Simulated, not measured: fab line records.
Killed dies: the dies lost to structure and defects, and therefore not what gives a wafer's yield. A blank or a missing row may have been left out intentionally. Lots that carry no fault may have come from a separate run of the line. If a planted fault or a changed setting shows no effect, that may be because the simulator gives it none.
A struck lot beside a sound one || flow n5 finfet || 42 steps out of a route of 1938
Sound: the wafers L621.2, L621.5. Struck: wafer L625.5 (L625.2, L625.4, from the same lot, were not struck and are left out); the cause is given at the end.
At each step with rows: each side's tool, then ch and its chambers, then its first start. Under that, the readings that differ: sound wafers || struck wafers || difference of the means || sigmas: that difference in standard deviations of wafers without a fault.
alike: readings with means less than 2 such deviations apart, plus words and numbers identical on both sides. not compared: withheld readings, readings lacking a value on some wafer, bounds such as >300 that could conceal the same value, and numbers that have no deviation in the record and whose values overlap.
A row with sigmas, a row that says differs or no value, or rows on one side alone: a step with any of these is where the two part. Numbers that don't overlap but have no deviation are shown without sigmas and don't part them. Lack of a reading on every wafer of one side parts them only where that side has two or more wafers.

first, 5 steps without rows for these wafers: N5_BEOL_M5_ETCH_68 (etches SOC in N2/H2, target depth 80 nm, overetch 16 nm, time 120 s); N5_BEOL_M5_STRIP_69 (strips in N2/H2); N5_BEOL_M5_STRIP_76 (strips in N2/H2); N5_BEOL_M5_VIA_ETCH_34 (etches SiCOH lowk in C4F6/O2, target depth 88.3 nm, time 39.2 s); N5_BEOL_M5_STRIP_85 (strips in C4F6/O2).
N5_BEOL_M5_STRIP_36: strips in N2/H2.
  sound on rie diel-06 ch 0,3, day 8 02:43; struck on rie diel-02 ch 1, day 9 04:20
  alike: bias power w, drypump motor current A, oes product au, rf vpp V, showerhead plenum p Torr, throttle valve pct
  not compared: rf hours counter h
then, 3 steps without rows for these wafers: N5_BEOL_M5_TRENCH_ETCH_37 (etches SiCOH lowk in C4F6/O2, target depth 71.652 nm, time 24.7 s); N5_BEOL_M5_ETCH_41 (etches SiCN in CH3F/O2, target depth 31.5 nm, time 56.7 s); N5_BEOL_M5_STRIP_91 (strips in N2/H2, time 10 s).
N5_BEOL_M5_OCD_MEAS_38:
  sound on ocd-02, day 8 02:54; struck on ocd-01, day 9 04:32
  alike: trench depth nm
then, 2 steps without rows for these wafers: N5_BEOL_M5_HM_STRIP_39 (strips TiN in peroxide tin strip, target depth 25 nm, time 158 s); N5_BEOL_M5_SRD_40 (time 30 s).
N5_BEOL_M5_PRECLEAN_42: cleans in residue remover, time 60 s.
  sound on wet bench-02 ch 0,1, day 8 03:00; struck on wet bench-03 ch 4,5,6, day 9 04:39
then, 1 step without rows for these wafers: N5_BEOL_M5_SRD_43 (time 30 s).
N5_BEOL_M5_CD_MEAS_35: target cd 28 nm, target cd y 24 nm.
  sound on cd sem-02, day 8 03:03; struck on cd sem-01, day 9 04:43
  alike: cd nm
then, 2 steps without rows for these wafers: N5_BEOL_M5_CURE_80 (cures SiCOH lowk, time 120 s); N5_BEOL_M5_DEGAS_44 (time 60 s).
N5_BEOL_M5_PRE_CLEAN_45: time 30 s.
  sound on pvd sputter-03, day 8 03:28; struck on pvd sputter-02, day 9 05:20
{"reading": "heater power w (W)", "sound": "393 389", "struck": 330, "difference": -61, "sigmas": -2}
then, 5 steps without rows for these wafers: N5_BEOL_M5_ALD_86 (deposits TaN, pulse time 2 s, purge time 3 s, co reactant purge time 2 s); N5_BEOL_M5_SURFACE_TREAT_87; N5_BEOL_M5_CVD_47 (deposits Co from CCTBA/H2, target thk 3 nm, time 216 s); N5_BEOL_M5_SPUTTER_48 (material Cu, target thk 15 nm, time 27.62 s); N5_BEOL_M5_ANNEAL_49 (time 1800 s).
N5_BEOL_M5_SPUTTER_81: material Cu, target thk 15 nm, time 27.62 s.
  sound on pvd sputter-02, day 8 05:06; struck on pvd sputter-01, day 9 06:59
  alike: chuck gas flow sccm, chuck sensor temp C, throttle valve pct
N5_BEOL_M5_ANNEAL_82: time 1800 s.
  sound on pvd sputter-02, day 8 05:11; struck on pvd sputter-01, day 9 07:04
  alike: heater power w
then, 8 steps without rows for these wafers: N5_BEOL_M5_SPUTTER_83 (material Cu, target thk 15 nm, time 27.62 s); N5_BEOL_M5_ANNEAL_84 (time 1800 s); N5_BEOL_M5_SPUTTER_88 (material Cu, target thk 15 nm, time 27.62 s); N5_BEOL_M5_ANNEAL_89 (time 1800 s); N5_BEOL_M5_SPUTTER_90 (material Cu, target thk 4.5 nm, time 8.29 s); N5_BEOL_M5_ECD_50 (material Cu, target thk 300 nm); N5_BEOL_M5_ANNEAL_51 (time 90 s); N5_BEOL_M5_CMP_52 (polishes, stops on SiCOH lowk, t overpolish 6.9 s, target thk 62 nm).
N5_BEOL_M5_THK_MEAS_53: measures by xrf.
  sound on film metro-02, day 8 12:27; struck on film metro-02, day 9 11:46
{"reading": "M5_THK (nm)", "sound": "61.1 67.1", "struck": 60.0, "difference": -4.1, "sigmas": -2}
then, 1 step without rows for these wafers: N5_BEOL_M5_PRE_CLEAN_77 (time 15 s).
N5_BEOL_M5_CO_CAP_78: material Co, precursor CCTBA/H2, target thk 2 nm, time 102.1 s.
  sound on cvd co-02 ch 1,2, day 8 12:32; struck on cvd co-02 ch 2, day 9 11:51
  alike: heater power w
  not compared: since wet clean h
then, 2 steps without rows for these wafers: N5_BEOL_M5_PRE_CLEAN_55 (time 15 s); N5_BEOL_M5_DEP_56 (deposits SiCN from 3MS/NH3, target thk 8 nm, time 14 s).
N5_BEOL_M5_RS_MEAS_57: the measuring method here is four-point-probe.
  sound on film metro-02, day 8 12:44; struck on film metro-01, day 9 12:02
{"reading": "M5_RS (ohm/sq)", "sound": "0.391 0.350", "struck": 0.404, "difference": "+0.034", "sigmas": "+3"}
then, 2 steps without rows for these wafers: N5_BEOL_M6_ILD_DEP_00 (deposits SiCOH lowk from DEMS/porogen, target thk 179.75 nm, time 33.4 s); N5_BEOL_M6_CURE_74 (cures SiCOH lowk, time 240 s).
-- here the record skips 4 days between the struck wafers' starts before and after, leaving off in module BEOL_M6 and picking up in module PASSIVATION (first step shown: number 1936 of the route) --
N5_PASSIVATION_PROBE_49:
  only the struck wafers here have rows in the record (prober-01, day 13 03:30); the sound ones have none

## WHERE THEY PART
Last at N5_PASSIVATION_PROBE_49 as far as this record goes, first at N5_BEOL_M5_PRE_CLEAN_45.

WHY: what the simulator had put in
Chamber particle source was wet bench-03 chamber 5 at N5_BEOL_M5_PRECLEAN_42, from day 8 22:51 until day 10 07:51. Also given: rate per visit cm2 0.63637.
